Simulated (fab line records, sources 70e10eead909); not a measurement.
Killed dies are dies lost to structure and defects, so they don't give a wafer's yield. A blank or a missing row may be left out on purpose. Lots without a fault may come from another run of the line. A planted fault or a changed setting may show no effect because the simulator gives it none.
fab line records | flow nand_harc
record lots=5 wafers=15 last_day=24
route steps=1159 shown A_CONTACT@873
lots that met no fault: from a run of the same line without faults
start_h: hours from the record's first day to the start of the lot's first wafer shown | wait_h: hours since the lot's step before | " the same as in the row above | L1.1+2: a row that stands for several wafers | - no value, or no start given | * or withheld: withheld | < > ~ a bound
route shown NAME@n: a module of which the file shows steps, and the number in the route of the first | usual: mean/standard deviation of fault-free wafers | same: alike in all rows | chamber/n: place in a boat | sites: the reading at each site | _std_site: their standard deviation | _edge_site: outer sites' mean less inner sites' | radius_mm: how far each site lies from the wafer's centre | mask NAME#n: copy n | behind: the tool/chamber that last shaped the wafer | hold: why the lot was held/for how many hours/how that ended | device: the transistor (n, p or np) that didn't switch | end of line: the same wafers' tests at the end of the route | a step without rows: its recipe alone | killed: dies lost to structure and defects at the first sort, not the wafer's yield | map: a wafer's dies, x killed, . not, _ none there
set.NAME: the setting as run; set.NAME@STEP: as run at that earlier step | model.NAME: the simulator's own value behind a step, which no gauge read
lots at some steps of the route; a table a step, a row a wafer
services: from which hour (start_h, from the record's first day; less than 0 if before it) a tool's chamber was out of use, for how many hours, and why
## steps
# step NHARC_A_CONTACT_ETCH_122
# recipe source_w=withheld pressure_mtorr=20 bias_v=3000 time_s=95 target_depth_a=9300 ar_flow_sccm=withheld c4f8_flow_sccm=withheld o2_flow_sccm=withheld chemistry=C4F8/O2/Ar
# usual chamber_pressure_mTorr=20.000/0.016
# columns lot.wafer tool chamber start_h wait_h chamber_pressure_mTorr rf_hours_counter_h
L079.1 har_cap_etch-01 1 403.47 0.1 19.955 62
L079.3 " 0 " " 20.005 -
L079.5 " 1 " " 20.013 -
L084.1 har_cap_etch-03 1 436.86 0.1 20.017 94
L084.3 " 1 " " 20.006 -
L084.6 " 1 " " 20.024 -
L090.2 har_cap_etch-03 0 455.07 0.1 19.994 98
L090.3 " 1 " " 19.994 -
L090.5 " 0 " " 19.983 -
L092.2 har_cap_etch-03 1 472.31 0.1 19.994 101
L092.3 " 0 " " 19.991 -
L092.5 " 0 " " 20.000 -
L096.3 har_cap_etch-03 1 504.78 0.1 20.024 -
L096.5 " 1 " " 19.998 -
L096.6 " 0 " " 20.015 -
# step NHARC_A_CONTACT_ETCH_123
# recipe source_w=withheld pressure_mtorr=20 bias_v=400 time_s=253 target_depth_a=10900 ar_flow_sccm=withheld c4f8_flow_sccm=11.5 o2_flow_sccm=7.2 chemistry=C4F8/O2/Ar
# usual chamber_pressure_mTorr=19.997/0.018
# columns lot.wafer tool chamber start_h wait_h chamber_pressure_mTorr rf_hours_counter_h
L079.1 har_cap_etch-01 1 403.57 0.1 20.001 62
L079.3 " 0 " " 19.984 -
L079.5 " 1 " " 20.021 -
L084.1 har_cap_etch-03 1 436.95 0.1 20.007 94
L084.3 " 1 " " 20.014 -
L084.6 " 1 " " 20.014 -
L090.2 har_cap_etch-03 0 455.16 0.1 20.000 98
L090.3 " 1 " " 20.010 -
L090.5 " 0 " " 19.979 -
L092.2 har_cap_etch-03 1 472.43 0.1 20.004 102
L092.3 " 0 " " 19.990 -
L092.5 " 0 " " 19.999 -
L096.3 har_cap_etch-03 1 504.95 0.2 20.021 -
L096.5 " 1 " " 19.996 -
L096.6 " 0 " " 19.997 -
# step NHARC_A_CONTACT_ETCH_90
# recipe target_depth_a=400 over_etch_frac=0.5 time_s=85.7 ion_energy_ev=120 ch3f_flow_sccm=50 o2_flow_sccm=30 ar_flow_sccm=200 rf_w=500 bias_w=100 chemistry=CH3F/O2
# usual chamber_pressure_mTorr=25.002/0.024 drypump_motor_current_A=5.7/0.6 mfc_ar_sccm=200.1/0.59 oes_product_au=0.96/0.036 rf_fwd_power_W=495.9/2 rf_vpp_V=244.3/1.7 showerhead_plenum_p_Torr=2.46/0.11 throttle_valve_pct=20.663/0.01
# columns lot.wafer tool chamber start_h wait_h chamber_pressure_mTorr drypump_motor_current_A mfc_ar_sccm oes_product_au rf_fwd_power_W rf_hours_counter_h rf_vpp_V showerhead_plenum_p_Torr throttle_valve_pct
L079.3 rie_diel-09 3 404.17 0.4 25.015 6.3 200.3 1.01 498.1 25 245.2 2.41 20.662
L079.1 " 1 " " 24.992 6.0 199.3 1.00 496.5 25 244.3 2.37 20.673
L079.5 " 3 " " 25.036 6.3 200.1 1.01 498.3 - 244.9 2.41 20.661
L084.3 rie_diel-07 2 437.59 0.5 25.031 5.0 199.9 1.01 495.1 11 245.0 2.46 20.661
L084.1 " 1 " " 25.021 4.8 200.6 1.01 497.2 11 243.6 2.47 20.653
L084.6 " 2 " " 24.946 5.0 200.6 1.01 493.5 - 243.7 2.46 20.668
L090.3 rie_diel-09 0 455.76 0.4 25.005 5.4 200.1 1.00 497.1 2 247.1 2.53 20.643
L090.2 " 2 " " 24.978 6.1 200.0 0.99 493.8 2 246.3 2.54 20.679
L090.5 " 1 " " 25.036 6.0 199.5 0.99 495.6 - 242.6 2.37 20.665
L092.2 rie_diel-07 3 473.15 0.6 24.980 5.7 200.0 0.99 492.8 23 242.9 2.29 20.674
L092.3 " 0 " " 25.033 4.7 199.3 1.01 493.2 24 245.7 2.63 20.658
L092.5 " 2 " " 25.030 5.1 200.3 0.99 496.2 - 243.3 2.45 20.661
L096.3 rie_diel-07 1 505.48 0.5 25.021 4.7 199.8 0.92 498.7 34 244.6 2.46 20.665
L096.6 " 3 " " 25.007 5.8 198.8 0.92 493.4 - 243.2 2.28 20.654
L096.5 " 0 " " 24.954 4.7 200.6 0.92 495.0 - 246.6 2.62 20.655
# step NHARC_A_CONTACT_ETCH_96
# recipe target_depth_a=200 over_etch_frac=0.5 time_s=10 ion_energy_ev=250 c4f6_flow_sccm=25 o2_flow_sccm=20 ar_flow_sccm=500 rf_w=600 bias_w=500 chemistry=C4F6/O2
# usual chamber_pressure_mTorr=29.997/0.026 drypump_motor_current_A=5.7/0.62 mfc_ar_sccm=500.2/1.5 oes_product_au=0.978/0.024 rf_fwd_power_W=586.6/3 rf_vpp_V=547/3.3 showerhead_plenum_p_Torr=3.94/0.16 throttle_valve_pct=26.902/0.009
# columns lot.wafer tool chamber start_h wait_h chamber_pressure_mTorr drypump_motor_current_A mfc_ar_sccm oes_product_au rf_fwd_power_W rf_hours_counter_h rf_vpp_V showerhead_plenum_p_Torr throttle_valve_pct
L079.3 rie_diel-09 2 - - 29.976 6.1 501.9 0.996 585.8 25 551 4.05 26.917
L079.1 " 1 " " 29.984 6.0 500.9 1.007 586.4 25 544 3.79 26.909
L079.5 " 3 " " 29.989 6.3 499.9 0.998 589.6 - 545 3.85 26.903
L084.1 rie_diel-07 3 - - 29.970 5.8 500.8 0.998 584.2 11 540 3.67 26.899
L084.3 " 0 " " 30.010 4.7 501.8 0.995 586.9 11 553 4.18 26.912
L084.6 " 1 " " 30.009 4.8 500.2 1.003 588.8 - 547 3.95 26.898
L090.2 rie_diel-09 2 - - 29.963 6.1 501.7 0.996 582.2 2 549 4.04 26.917
L090.3 " 0 " " 30.020 5.4 498.8 0.995 592.5 2 548 4.03 26.897
L090.5 " 3 " " 29.972 6.3 496.3 1.009 593.6 - 546 3.84 26.911
L092.2 rie_diel-07 0 - - 29.974 4.8 498.2 0.992 586.3 24 553 4.17 26.900
L092.3 " 2 " " 29.967 5.1 499.7 1.008 586.0 22 546 3.91 26.891
L092.5 " 0 " " 29.989 4.7 499.4 0.991 585.1 - 553 4.17 26.909
L096.3 rie_diel-07 3 - - 29.973 5.8 499.2 0.952 582.7 33 542 3.66 26.892
L096.6 " 3 " " 30.020 5.8 500.4 0.944 584.4 - 542 3.66 26.887
L096.5 " 0 " " 30.031 4.7 502.4 0.944 583.7 - 552 4.17 26.901
# step NHARC_A_CONTACT_CD_MEAS_53
# usual cd_nm=189.6/0.79
# columns lot.wafer tool chamber start_h wait_h cd_nm
L079.1 cd_sem-03 - 404.39 - 190.7
L079.3 " - " " 190.3
L079.5 " - " " 190.5
L084.1 cd_sem-02 - 437.80 - 189.8
L084.3 " - " " 190.0
L084.6 " - " " 189.9
L090.2 cd_sem-02 - 455.99 - 187.3
L090.3 " - " " 187.6
L090.5 " - " " 188.0
L092.2 cd_sem-03 - 473.36 - 190.0
L092.3 " - " " 190.1
L092.5 " - " " 189.9
L096.3 cd_sem-01 - 505.67 - 189.5
L096.5 " - " " 190.1
L096.6 " - " " 189.3
# step NHARC_A_CONTACT_STRIP_99
# recipe n2_flow_sccm=150 h2_flow_sccm=150 ar_flow_sccm=0 bias_w=0 chemistry=N2/H2
# columns lot.wafer tool chamber start_h wait_h
L079.1+3+5 rie_diel-08 0,1,0 404.48 0.1
L084.1+3+6 rie_diel-07 0,1,3 438.00 0.2
L090.2+3+5 rie_diel-09 0,3,1 456.06 0.1
L092.2+3+5 rie_diel-07 0,3,1 473.45 0.1
L096.3+5+6 rie_diel-09 2,3,0 505.77 0.1
# step NHARC_A_CONTACT_STRIP_100
# recipe cf4_flow_sccm=100 chf3_flow_sccm=30 ar_flow_sccm=0 bias_w=0 chemistry=CF4/CHF3
# columns lot.wafer tool chamber start_h wait_h
L079.3+1+5 rie_diel-08 3,1,2 404.57 0.1
L084.1+3+6 rie_diel-07 1,2,3 438.09 0.1
L090.3+2+5 rie_diel-09 3,0,2 456.16 0.1
L092.2+3+5 rie_diel-07 1,0,2 473.54 0.1
L096.3+6+5 rie_diel-09 1,1,2 505.84 0.1
# step NHARC_A_CONTACT_STRIP_101
# recipe o2_flow_sccm=400 cos_flow_sccm=20 ar_flow_sccm=0 bias_w=0 chemistry=O2/COS
# columns lot.wafer tool chamber start_h wait_h
L079.1+3+5 rie_diel-08 1,3,0 404.63 0.1
L084.3+1+6 rie_diel-07 0,1,3 438.15 0.1
L090.2+3+5 rie_diel-09 3,2,0 456.22 0.1
L092.3+2+5 rie_diel-07 1,2,0 473.61 0.1
L096.3+5+6 rie_diel-09 0,1,2 505.91 0.1
# step NHARC_A_CONTACT_ETCH_102
# recipe target_depth_a=700 overetch_a=70 time_s=38.5 ion_energy_ev=100 cf4_flow_sccm=80 o2_flow_sccm=20 ar_flow_sccm=0 rf_w=300 bias_w=100 chemistry=CF4/O2
# usual chamber_pressure_mTorr=30.004/0.026 drypump_motor_current_A=5.8/0.57 mfc_ar_sccm=0.008/0.011 oes_product_au=0.999/0.0082 rf_fwd_power_W=295.6/1.7 rf_vpp_V=197.7/1.3 showerhead_plenum_p_Torr=1.33/0.055 throttle_valve_pct=13.398/0.0097
# columns lot.wafer tool chamber start_h wait_h chamber_pressure_mTorr drypump_motor_current_A mfc_ar_sccm oes_product_au rf_fwd_power_W rf_hours_counter_h rf_vpp_V showerhead_plenum_p_Torr throttle_valve_pct
L079.1 rie_diel-08 0 404.69 0.1 30.010 5.9 0 1.017 295.7 34 197.5 1.37 13.386
L079.3 " 3 " " 30.009 6.4 0 1.013 292.9 35 197.9 1.36 13.392
L079.5 " 1 " " 29.985 6.4 0.001 1.010 292.8 - 199.3 1.36 13.418
L084.3 rie_diel-07 3 438.21 0.1 30.013 5.8 0.018 0.997 294.1 11 196.1 1.24 13.404
L084.1 " 2 " " 30.025 5.0 0 0.996 297.4 11 196.2 1.33 13.409
L084.6 " 0 " " 30.022 4.8 0.021 1.001 297.4 - 199.1 1.43 13.421
L090.2 rie_diel-09 1 456.29 0.1 29.981 6.0 0.029 0.996 294.3 2 196.2 1.29 13.391
L090.3 " 3 " " 29.978 6.3 0 0.996 297.1 2 196.9 1.31 13.384
L090.5 " 0 " " 30.010 5.4 0 0.995 296.5 - 198.4 1.37 13.389
L092.3 rie_diel-07 0 473.67 0.1 30.002 4.7 0.021 0.985 293.7 24 201.1 1.43 13.387
L092.2 " 2 " " 30.007 5.0 0 0.992 297.7 22 196.2 1.33 13.410
L092.5 " 1 " " 30.018 4.7 0.024 0.998 297.3 - 197.8 1.34 13.402
L096.3 rie_diel-09 1 505.97 0.1 30.018 6.0 0.029 0.993 296.1 12 196.1 1.28 13.406
L096.6 " 0 " " 30.047 5.5 0 0.986 296.8 - 197.9 1.37 13.378
L096.5 " 1 " " 29.998 6.0 0.029 0.988 297.1 - 196.5 1.28 13.388
# step NHARC_A_CONTACT_STRIP_55
# recipe o2_flow_sccm=500 ar_flow_sccm=0 bias_w=0 chemistry=O2
# usual chamber_pressure_mTorr=60.01/0.056 drypump_motor_current_A=5.8/0.57 mfc_ar_sccm=0.008/0.011 oes_product_au=1.001/0.0071 rf_vpp_V=57.8/0.85 showerhead_plenum_p_Torr=3.53/0.13 throttle_valve_pct=17.037/0.0083
# columns lot.wafer tool chamber start_h wait_h chamber_pressure_mTorr drypump_motor_current_A mfc_ar_sccm oes_product_au rf_hours_counter_h rf_vpp_V showerhead_plenum_p_Torr throttle_valve_pct
L079.3 rie_diel-08 0 - - 60.06 5.9 0 1.009 34 57.4 3.63 17.036
L079.1 " 1 " " 60.04 6.5 0.001 1.006 37 59.6 3.59 17.033
L079.5 " 3 " " 59.95 6.3 0 0.996 - 58.4 3.60 17.029
L084.3 rie_diel-07 1 - - 59.97 4.8 0.024 0.995 11 57.1 3.55 17.043
L084.1 " 3 " " 59.88 5.8 0.018 1.001 11 57.4 3.29 17.039
L084.6 " 0 " " 59.90 4.7 0.021 0.987 - 58.3 3.77 17.050
L090.2 rie_diel-09 3 - - 60.01 6.3 0 0.993 2 58.3 3.45 17.036
L090.3 " 2 " " 59.97 6.1 0 0.990 2 58.2 3.64 17.042
L090.5 " 3 " " 60.03 6.3 0 1.000 - 56.8 3.45 17.042
L092.3 rie_diel-07 2 - - 60.03 5.1 0 1.010 22 58.7 3.52 17.031
L092.2 " 3 " " 59.99 5.8 0.018 0.998 23 56.6 3.29 17.036
L092.5 " 1 " " 60.03 4.8 0.024 1.003 - 58.2 3.54 17.036
L096.3 rie_diel-09 1 - - 60.02 6.0 0.029 1.000 12 58.6 3.40 17.039
L096.6 " 1 " " 60.04 6.0 0.029 1.004 - 56.9 3.40 17.053
L096.5 " 2 " " 60.01 6.1 0 1.006 - 56.3 3.63 17.053
# step NHARC_A_CONTACT_STRIP_56
# recipe time_s=600 temp_c=30 chemistry=post_etch_residue_remover
# columns lot.wafer tool chamber start_h wait_h
L079.3+5+1 wet_bench-05 3,4,6 405.08 -
L084.6+3+1 wet_bench-02 6,7,0 438.68 -
L090.3+2+5 wet_bench-01 5,0,2 456.67 -
L092.5+2+3 wet_bench-01 5,6,7 474.09 -
L096.3+5+6 wet_bench-02 5,0,1 506.43 -
# step NHARC_A_CONTACT_DEP_57
# recipe target_thk_a=28000 temp_c=400 material=aC
# usual throttle_valve_pct=34.999/0.0098
# columns lot.wafer tool chamber start_h wait_h throttle_valve_pct
L079.1 acl_dep-02 0 406.00 - 35.003
L079.3 " 0 " " 35.007
L079.5 " 0 " " 35.002
L084.1 acl_dep-02 0 441.73 - 35.005
L084.3 " 0 " " 34.999
L084.6 " 0 " " 34.990
L090.2 acl_dep-03 0 457.90 - 35.014
L090.3 " 0 " " 34.991
L090.5 " 0 " " 34.990
L092.2 acl_dep-03 0 475.66 - 35.007
L092.3 " 0 " " 35.015
L092.5 " 0 " " 34.993
L096.3 acl_dep-01 0 507.66 - 35.002
L096.5 " 0 " " 34.986
L096.6 " 0 " " 35.002
# step NHARC_A_CONTACT_DEP_58
# recipe target_thk_a=600 target_thk_nm=60 temp_c=400 pressure_torr=3.5 flow_sccm=200 rf_w=350 material=SiON
# usual heater_power_outer_w=440/55 heater_power_w=761/84 rf_fwd_power_W=348.3/0.99
# columns lot.wafer tool chamber start_h wait_h heater_power_outer_w heater_power_w rf_fwd_power_W
L079.3 pecvd-03 2 407.76 0.9 436 713 349.2
L079.1 " 1 " " 484 805 348.5
L079.5 " 1 " " 496 785 348.2
L084.3 pecvd-03 1 443.47 0.9 434 732 347.8
L084.1 " 0 " " 389 655 348.5
L084.6 " 1 " " 434 732 347.6
L090.3 pecvd-04 0 459.33 0.9 405 734 348.2
L090.2 " 1 " " 362 649 348.8
L090.5 " 0 " " 413 758 347.6
L092.2 pecvd-04 1 477.17 1.2 361 651 349.2
L092.3 " 0 " " 382 714 348.3
L092.5 " 1 " " 362 670 347.8
L096.3 pecvd-04 1 508.90 0.9 405 698 347.8
L096.5 " 2 " " 543 916 347.9
L096.6 " 1 " " 404 714 347.1
# step NHARC_A_CONTACT_DEHYDRATE_59
# recipe temp_c=150 time_s=120
# columns lot.wafer tool chamber start_h wait_h
L079.1+3+5 litho_track-06 0 408.03 0.2
L084.1+3+6 litho_track-04 0 443.74 0.2
L090.2+3+5 litho_track-01 0 459.60 0.2
L092.2+3+5 litho_track-01 0 477.44 0.2
L096.3+5+6 litho_track-04 0 509.11 0.2
# step NHARC_A_CONTACT_HMDS_60
# recipe time_s=30
# columns lot.wafer tool chamber start_h wait_h
L079.1+3+5 litho_track-06 0 - -
L084.1+3+6 litho_track-04 0 - -
L090.2+3+5 litho_track-01 0 - -
L092.2+3+5 litho_track-01 0 - -
L096.3+5+6 litho_track-04 0 - -
# step NHARC_A_CONTACT_COAT_61
# recipe temp_c=260 time_s=75
# columns lot.wafer tool chamber start_h wait_h
L079.1+3+5 litho_track-06 0 - -
L084.1+3+6 litho_track-04 0 - -
L090.2+3+5 litho_track-01 0 - -
L092.2+3+5 litho_track-01 0 - -
L096.3+5+6 litho_track-04 0 - -
# step NHARC_A_CONTACT_COAT_62
# recipe temp_c=225 time_s=65
# columns lot.wafer tool chamber start_h wait_h
L079.1+3+5 litho_track-06 0 - -
L084.1+3+6 litho_track-04 0 - -
L090.2+3+5 litho_track-01 0 - -
L092.2+3+5 litho_track-01 0 - -
L096.3+5+6 litho_track-04 0 - -
# step NHARC_A_CONTACT_COAT_63
# recipe spin_rpm=1500 resist_thk_nm=90
# columns lot.wafer tool chamber start_h wait_h
L079.1+3+5 litho_track-06 0 - -
L084.1+3+6 litho_track-04 0 - -
L090.2+3+5 litho_track-01 0 - -
L092.2+3+5 litho_track-01 0 - -
L096.3+5+6 litho_track-04 0 - -
# step NHARC_A_CONTACT_SOFTBAKE_64
# recipe temp_c=105 time_s=55
# columns lot.wafer tool chamber start_h wait_h
L079.1+3+5 litho_track-06 0 - -
L084.1+3+6 litho_track-04 0 - -
L090.2+3+5 litho_track-01 0 - -
L092.2+3+5 litho_track-01 0 - -
L096.3+5+6 litho_track-04 0 - -
# step NHARC_A_CONTACT_EBR_65
# columns lot.wafer tool chamber start_h wait_h
L079.1+3+5 litho_track-06 0 - -
L084.1+3+6 litho_track-04 0 - -
L090.2+3+5 litho_track-01 0 - -
L092.2+3+5 litho_track-01 0 - -
L096.3+5+6 litho_track-04 0 - -
# step NHARC_A_CONTACT_EXPOSE_66
# recipe na=1.35 sigma_outer=0.8 dose_mj=59.02 mask_id=A_CC_2
# columns lot.wafer tool chamber start_h wait_h mask
L079.1+3+5 arfi_scanner-03 0 408.34 - A_CC_2#0
L084.1+3+6 arfi_scanner-03 0 444.05 - A_CC_2#0
L090.2+3+5 arfi_scanner-02 0 459.79 - A_CC_2#0
L092.2+3+5 arfi_scanner-02 0 477.75 - A_CC_2#0
L096.3+5+6 arfi_scanner-03 0 509.43 - A_CC_2#0
# step NHARC_A_CONTACT_PEB_67
# recipe peb_temp_c=100 peb_time_s=65
# columns lot.wafer tool chamber start_h wait_h
L079.1+3+5 litho_track-01 0 408.40 0.1
L084.1+3+6 litho_track-06 0 444.11 0.1
L090.2+3+5 litho_track-06 0 459.85 0.1
L092.2+3+5 litho_track-06 0 477.81 0.1
L096.3+5+6 litho_track-01 0 509.48 0.0
# step NHARC_A_CONTACT_DEVELOP_68
# recipe develop_time_s=35 dev_temp_c=23
# same develop_time_s=35
# columns lot.wafer tool chamber start_h wait_h
L079.1+3+5 litho_track-01 0 - -
L084.1+3+6 litho_track-06 0 - -
L090.2+3+5 litho_track-06 0 - -
L092.2+3+5 litho_track-06 0 - -
L096.3+5+6 litho_track-01 0 - -
# step NHARC_A_CONTACT_CD_MEAS_69
# recipe target_cd_nm=200 landing_energy_ev=500
# usual cd_nm=199.9/0.44
# columns lot.wafer tool chamber start_h wait_h cd_nm
L079.1 cd_sem-03 0 408.48 - 199.5
L079.3 " 0 " " 199.9
L079.5 " 0 " " 200.0
L084.1 cd_sem-02 0 444.19 - 200.6
L084.3 " 0 " " 200.1
L084.6 " 0 " " 199.6
L090.2 cd_sem-02 0 459.93 - 200.5
L090.3 " 0 " " 199.6
L090.5 " 0 " " 199.7
L092.2 cd_sem-03 0 477.89 - 200.4
L092.3 " 0 " " 199.9
L092.5 " 0 " " 200.3
L096.3 cd_sem-02 0 509.56 - 200.7
L096.5 " 0 " " 200.3
L096.6 " 0 " " 200.5
# step NHARC_A_CONTACT_OVL_MEAS_70
# usual overlay_x_nm=0.4/0.82 overlay_y_nm=-0.1/0.75
# columns lot.wafer tool chamber start_h wait_h overlay_x_nm overlay_y_nm
L079.1 overlay-02 - 408.58 - 0.0 0.8
L079.3 " - " " 0.3 0.8
L079.5 " - " " -0.2 1.0
L084.1 overlay-01 - 444.28 - 0.8 0.3
L084.3 " - " " 0.6 0.2
L084.6 " - " " 0.9 -0.4
L090.2 overlay-02 - 460.02 - 0.3 -0.9
L090.3 " - " " 0.3 -1.0
L090.5 " - " " 0.8 -0.7
L092.2 overlay-01 - 477.98 - 0.5 0.6
L092.3 " - " " 0.8 0.2
L092.5 " - " " 0.4 0.6
L096.3 overlay-01 - 509.65 - 0.1 -1.1
L096.5 " - " " 0.0 -0.8
L096.6 " - " " 0.4 -1.0
# step NHARC_A_CONTACT_INSPECT_71
# usual raw_defect_count=28/16
# columns lot.wafer tool chamber start_h wait_h raw_defect_count
L079.1 defect_inspect-02 - 408.62 0.0 11
L079.3 " - " " 13
L079.5 " - " " 10
L084.1 defect_inspect-01 - 444.32 0.0 14
L084.3 " - " " 9
L084.6 " - " " 10
L090.2 defect_inspect-01 - 460.05 0.0 33
L090.3 " - " " 41
L090.5 " - " " 43
L092.2 defect_inspect-01 - 478.01 0.0 12
L092.3 " - " " 11
L092.5 " - " " 15
L096.3 defect_inspect-02 - 509.68 0.0 19
L096.5 " - " " 16
L096.6 " - " " 16
# step NHARC_A_CONTACT_DESCUM_74
# recipe time_s=3 o2_flow_sccm=200 ar_flow_sccm=0 bias_power_w=0 chemistry=O2
# usual chamber_pressure_mTorr=60.00/0.058 drypump_motor_current_A=5.8/0.55 mfc_ar_sccm=0.008/0.011 oes_product_au=1.001/0.0065 rf_vpp_V=57.9/0.94 showerhead_plenum_p_Torr=1.92/0.077 throttle_valve_pct=11.311/0.0095
# columns lot.wafer tool chamber start_h wait_h chamber_pressure_mTorr drypump_motor_current_A mfc_ar_sccm oes_product_au rf_hours_counter_h rf_vpp_V showerhead_plenum_p_Torr throttle_valve_pct
L079.3 rie_diel-09 0 408.73 0.1 60.06 5.4 0 1.001 27 58.0 1.97 11.303
L079.1 " 1 " " 59.99 6.0 0.029 0.992 27 57.3 1.84 11.319
L079.5 " 0 " " 60.05 5.5 0 0.997 - 59.0 1.97 11.318
L084.1 rie_diel-07 1 444.39 0.1 60.02 4.7 0.024 0.999 11 58.1 1.92 11.304
L084.3 " 2 " " 59.88 5.1 0 1.008 11 59.3 1.91 11.319
L084.6 " 3 " " 60.01 5.8 0.018 1.013 - 60.6 1.78 11.306
L090.2 rie_diel-09 1 460.12 0.1 59.82 6.0 0.029 0.991 3 56.6 1.84 11.297
L090.3 " 3 " " 60.03 6.3 0 1.011 3 57.8 1.87 11.304
L090.5 " 1 " " 60.12 6.0 0.029 0.995 - 56.2 1.84 11.309
L092.2 rie_diel-09 2 478.09 0.1 59.98 6.1 0 0.989 7 57.6 1.98 11.305
L092.3 " 3 " " 59.92 6.3 0 1.002 6 57.4 1.87 11.319
L092.5 " 2 " " 59.96 6.1 0 0.997 - 57.8 1.98 11.310
L096.3 rie_diel-09 0 509.91 0.2 60.02 5.5 0 0.993 12 58.0 1.97 11.306
L096.6 " 1 " " 59.99 6.0 0.029 0.994 - 56.4 1.84 11.338
L096.5 " 3 " " 60.01 6.3 0 1.005 - 56.5 1.87 11.323
# step NHARC_A_CONTACT_ETCH_75
# recipe target_depth_a=390 over_etch_frac=0.3 time_s=65 ion_energy_ev=80 cf4_flow_sccm=150 ar_flow_sccm=0 rf_w=300 bias_w=100 chemistry=CF4
# usual chamber_pressure_mTorr=50.00/0.046 drypump_motor_current_A=5.8/0.55 mfc_ar_sccm=0.008/0.012 oes_product_au=1.000/0.0071 rf_fwd_power_W=296.9/1.4 rf_vpp_V=151.4/1.1 showerhead_plenum_p_Torr=1.77/0.065 throttle_valve_pct=13.284/0.0085
# columns lot.wafer tool chamber start_h wait_h chamber_pressure_mTorr drypump_motor_current_A mfc_ar_sccm oes_product_au rf_fwd_power_W rf_hours_counter_h rf_vpp_V showerhead_plenum_p_Torr throttle_valve_pct
L079.3 rie_diel-09 3 408.82 0.1 49.99 6.3 0 1.015 296.9 28 151.1 1.73 13.282
L079.1 " 1 " " 50.01 6.0 0.029 0.992 295.6 27 150.2 1.71 13.292
L079.5 " 2 " " 50.00 6.1 0 0.988 293.9 - 152.9 1.83 13.282
L084.3 rie_diel-07 1 444.47 0.1 50.03 4.8 0.024 0.995 298.3 11 151.5 1.78 13.277
L084.1 " 2 " " 49.89 5.1 0 1.008 297.4 11 151.9 1.77 13.282
L084.6 " 3 " " 50.01 5.8 0.018 0.998 296.9 - 149.5 1.65 13.274
L090.3 rie_diel-09 2 460.21 0.1 50.02 6.1 0 0.989 295.4 3 152.7 1.82 13.295
L090.2 " 3 " " 50.02 6.3 0 0.995 297.2 3 151.0 1.73 13.281
L090.5 " 2 " " 49.97 6.1 0 1.005 294.3 - 151.5 1.82 13.291
L092.2 rie_diel-09 3 478.18 0.1 49.99 6.3 0 1.002 298.1 6 150.5 1.73 13.278
L092.3 " 0 " " 49.97 5.4 0 1.007 298.3 6 151.0 1.82 13.299
L092.5 " 2 " " 50.00 6.1 0 1.002 296.0 - 153.5 1.82 13.293
L096.3 rie_diel-09 3 510.07 0.1 49.92 6.3 0 0.991 298.7 12 151.4 1.73 13.290
L096.5 " 3 " " 49.96 6.3 0 1.002 298.9 - 151.2 1.73 13.280
L096.6 " 1 " " 49.96 6.0 0.029 0.998 296.0 - 151.7 1.70 13.290
# step NHARC_A_CONTACT_ETCH_76
# recipe target_depth_a=2600 over_etch_frac=0.3 time_s=475.3 ion_energy_ev=200 n2_flow_sccm=150 h2_flow_sccm=150 ar_flow_sccm=0 rf_w=400 bias_w=150 chemistry=N2/H2
# usual chamber_pressure_mTorr=30.00/0.03 drypump_motor_current_A=5.8/0.54 mfc_ar_sccm=0.007/0.011 n2_flow_sccm=150.0/0.43 oes_product_au=1.000/0.0076 rf_fwd_power_W=399.1/1.3 rf_vpp_V=430.5/2.5 showerhead_plenum_p_Torr=2.04/0.086 throttle_valve_pct=14.173/0.0098
# columns lot.wafer tool chamber start_h wait_h chamber_pressure_mTorr drypump_motor_current_A mfc_ar_sccm n2_flow_sccm oes_product_au rf_fwd_power_W rf_hours_counter_h rf_vpp_V showerhead_plenum_p_Torr throttle_valve_pct
L079.1 rie_diel-09 3 - - 29.97 6.3 0 150.6 0.996 400.4 28 429.0 1.99 14.188
L079.3 " 2 " " 30.03 6.1 0 150.6 0.997 397.9 27 431.7 2.11 14.177
L079.5 " 0 " " 30.00 5.4 0 150.0 0.998 399.6 - 434.4 2.11 14.173
L084.1 rie_diel-07 3 - - 30.02 5.8 0.018 150.0 0.997 398.9 11 426.8 1.89 14.183
L084.3 " 0 " " 30.01 4.7 0.021 149.9 1.006 399.1 11 434.5 2.19 14.165
L084.6 " 3 " " 29.99 5.8 0.018 150.0 0.998 397.5 - 427.6 1.89 14.170
L090.3 rie_diel-09 1 - - 29.95 6.0 0.029 149.5 0.988 397.8 3 428.5 1.96 14.179
L090.2 " 2 " " 30.01 6.1 0 149.8 0.987 398.7 3 433.5 2.11 14.162
L090.5 " 1 " " 29.99 6.0 0.029 149.6 0.985 400.4 - 427.9 1.96 14.161
L092.2 rie_diel-09 3 - - 30.05 6.3 0 150.2 0.991 398.5 6 430.5 1.99 14.180
L092.3 " 1 " " 29.98 6.1 0.029 150.8 0.991 398.3 7 427.9 1.96 14.174
L092.5 " 3 " " 29.98 6.3 0 150.4 0.995 398.9 - 428.6 1.99 14.172
L096.3 rie_diel-09 0 - - 29.99 5.4 0 148.6 1.001 398.6 12 433.2 2.10 14.163
L096.5 " 1 " " 29.98 6.0 0.029 149.7 1.002 399.8 - 428.4 1.96 14.153
L096.6 " 3 " " 30.00 6.3 0 150.1 0.998 399.4 - 428.2 1.99 14.154
## services
# columns tool chamber start_h hours kind
wet_bench-01 - 389.66 8.0 pm
arfi_scanner-02 - 393.45 5.9 repair
har_cap_etch-03 - 394.39 0.1 repair
arfi_scanner-03 - 400.31 4.3 repair
pecvd-04 1 400.73 6.5 repair
rie_diel-07 - 406.41 9.0 pm
acl_dep-03 - 408.68 13.0 pm
rie_diel-09 1 412.88 7.5 repair
pecvd-03 0 417.01 3.6 repair
wet_bench-02 - 418.64 4.3 repair
arfi_scanner-02 - 428.00 4.0 pm
rie_diel-09 - 431.13 9.0 pm
wet_bench-05 - 431.32 0.5 repair
litho_track-01 - 443.00 7.0 pm
litho_track-06 - 467.00 7.0 pm
pecvd-03 - 473.26 13.0 pm
acl_dep-01 - 475.73 13.0 pm
rie_diel-08 - 478.81 9.0 pm
rie_diel-09 2 479.59 2.0 repair
pecvd-04 - 486.03 0.9 repair
pecvd-04 - 490.01 1.8 repair
litho_track-04 - 491.00 7.0 pm
arfi_scanner-03 - 498.71 4.0 pm
rie_diel-09 2 508.61 36.4 repair
## key
fault none
